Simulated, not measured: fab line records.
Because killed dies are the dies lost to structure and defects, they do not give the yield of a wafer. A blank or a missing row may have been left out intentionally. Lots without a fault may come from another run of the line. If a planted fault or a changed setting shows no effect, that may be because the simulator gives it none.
Matching of chambers -- flow n5_finfet -- N5_BEOL_M10_CURE_72 on uv_cure-02: 3 sister chambers
The step cures SiCOH lowk, time 120 s. 18 wafers are shown with their chamber, then 9 later ones without.

WAFERS WITH THEIR CHAMBER
wafer,chamber,wafer_temp_C_max,lamp_power_pct (%)
L074.1,0,371.8,52.34
L074.2,0,371.3,52.39
L074.3,0,370.8,52.19
L080.2,0,371.0,52.24
L080.4,0,370.6,52.38
L080.6,0,370.7,52.32
L081.2,1,370.7,52.33
L081.5,1,370.7,52.33
L081.6,1,370.6,52.17
L087.1,2,372.5,52.34
L087.3,2,372.3,52.29
L087.6,2,372.1,52.35
L089.1,0,371.1,52.38
L089.2,0,371.2,52.33
L089.4,0,370.9,52.29
L094.1,0,370.7,52.33
L094.3,0,371.0,52.35
L094.5,0,370.8,52.41

SIGNATURES, as means of the wafers listed above
reading,chamber 0,chamber 1,chamber 2,scatter within a chamber
wafer_temp_C_max,370.992,370.667,372.300,0.294
lamp_power_pct,52.3292,52.2767,52.3267,0.0653
Rule: for a wafer and a chamber, the distance is found by dividing, reading by reading, the gap between the wafer's reading and the chamber's mean by the reading's scatter, squaring, summing and taking the root. The wafer belongs to the nearest chamber; if the next one is less than 2 further off, it can't be placed. How the scatter is found: for the shown wafers, subtract from each reading the mean of its chamber, square and add these, divide the total by (wafers less chambers), then take the root.

WAFERS WITH NO CHAMBER GIVEN
wafer,wafer_temp_C_max,lamp_power_pct (%)
L095.3,371.0,52.30
L095.4,370.8,52.28
L095.5,370.8,52.29
L096.3,372.5,52.32
L096.5,371.8,52.24
L096.6,371.3,52.28
L097.1,370.9,52.36
L097.3,370.6,52.38
L097.5,370.8,52.42

EACH ONE'S CHAMBER
wafer,from the rows above,in truth
L095.3,can't be placed: 0 or 1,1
L095.4,can't be placed: 1 or 0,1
L095.5,can't be placed: 1 or 0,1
L096.3,2,2
L096.5,can't be placed: 2 or 0 or 1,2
L096.6,can't be placed: 0 or 1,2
L097.1,can't be placed: 0 or 1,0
L097.3,can't be placed: 0 or 1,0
L097.5,can't be placed: 0 or 1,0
Placed correctly: 1 of 9. Not placeable from these rows: 8 (in 7, the candidates include the true chamber). Placed wrongly: 0.
